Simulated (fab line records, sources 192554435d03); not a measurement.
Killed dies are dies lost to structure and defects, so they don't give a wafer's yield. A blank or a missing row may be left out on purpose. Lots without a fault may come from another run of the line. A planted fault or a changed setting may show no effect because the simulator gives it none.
One fault seen from 2 desks | flow n5_finfet | each desk has only its own numbers; what lay behind them comes last

THE TOOL OWNER'S DESK: ald_sin-02
The tool's own readings at N5_MOL_CONTACT_COAG_ALD_27 (deposits SiOC, target thk 17 nm, pulse time 1.5 s, time 2720 s): means of the sampled wafers that have a number, for each lot that ran on this tool. A lot is out of limits, marked OUT, if its mean lies more than 4 standard deviations from the usual mean; the brackets give that distance.
Columns: A = heater_power_w at N5_MOL_CONTACT_COAG_ALD_27, usual 824 W; B = precursor_pulse_height_rel at N5_MOL_CONTACT_COAG_ALD_27, usual 0.999; C = run_length_s at N5_MOL_CONTACT_COAG_ALD_27, usual 2769.9 s
lot  | first seen here | A   | B     | C
L308 | day 4 23:47     | 808 | 1.009 | 2770.0
L317 | day 7 11:46     | 787 | 0.987 | 2770.0
L324 | day 8 23:57     | 744 | 1.011 | 3597.5 (+99 or more) OUT
L326 | day 9 12:28     | 747 | 1.009 | 3321.7 (+99 or more) OUT
This desk's finding: out of limits on L324, L326; first on L324, day 8 23:57 (run_length_s at N5_MOL_CONTACT_COAG_ALD_27). In limits: L308, L317.

THE METROLOGY DESK
What the gauges read, lot by lot, whatever tool the lot ran on: means of the sampled wafers that have a number. A lot is out of limits, marked OUT, if its mean lies more than 4 standard deviations from the usual mean; the brackets give that distance. Of its 10 readings 7 are shown: those that lie furthest out on some lot.
Columns: A = DIBL_P at N5_BEOL_M4_RC_MEAS_101, usual 36.3 mV/V; B = IOFF_P at N5_BEOL_M4_RC_MEAS_101, usual 0.211 nA/um; C = ION_N at N5_BEOL_M4_RC_MEAS_101, usual 672 uA/um; D = ION_P at N5_BEOL_M4_RC_MEAS_101, usual 462 uA/um; E = SS_N at N5_BEOL_M4_RC_MEAS_101, usual 71.5 mV/dec; F = SS_P at N5_BEOL_M4_RC_MEAS_101, usual 73.3 mV/dec; G = VT_P at N5_BEOL_M4_RC_MEAS_101, usual -249.8 mV
lot  | first seen here | A    | B     | C   | D   | E    | F    | G
L308 | day 9 04:16     | 35.4 | 0.211 | 663 | 461 | 71.4 | 73.9 | -251.6
L317 | day 13 23:03    | 37.5 | 0.184 | 672 | 455 | 71.1 | 73.1 | -252.5
L324 | day 15 15:26    | 36.6 | 0.198 | 660 | 456 | 72.2 | 73.2 | -251.9
L331 | day 16 04:23    | 35.7 | 0.224 | 673 | 463 | 72.3 | 73.5 | -248.8
L326 | day 17 01:40    | 35.5 | 0.201 | 669 | 461 | 71.6 | 73.2 | -250.4
L330 | day 17 16:49    | 35.1 | 0.206 | 674 | 457 | 72.2 | 73.3 | -249.9
This desk's finding: nothing out of limits on any of the 6 lots.

PUT TOGETHER
The tool owner's desk could have raised an alarm at day 8 23:57, on L324, L326.
The metrology desk saw nothing out of limits.
The metrology desk has L324, L326 on record, within its limits.
Of the lots named, all ran N5_MOL_CONTACT_COAG_ALD_27 on ald_sin-02.

WHAT THE SIMULATOR HAD PUT IN
Process parameter drift: ald_sin-02, from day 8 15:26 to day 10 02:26, at N5_MOL_CONTACT_COAG_ALD_27. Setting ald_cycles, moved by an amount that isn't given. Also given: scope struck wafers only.
Lots struck among those shown: L324, L326.
Hours from the fault's start to each desk's first reading out of limits: the tool owner's desk, 9.
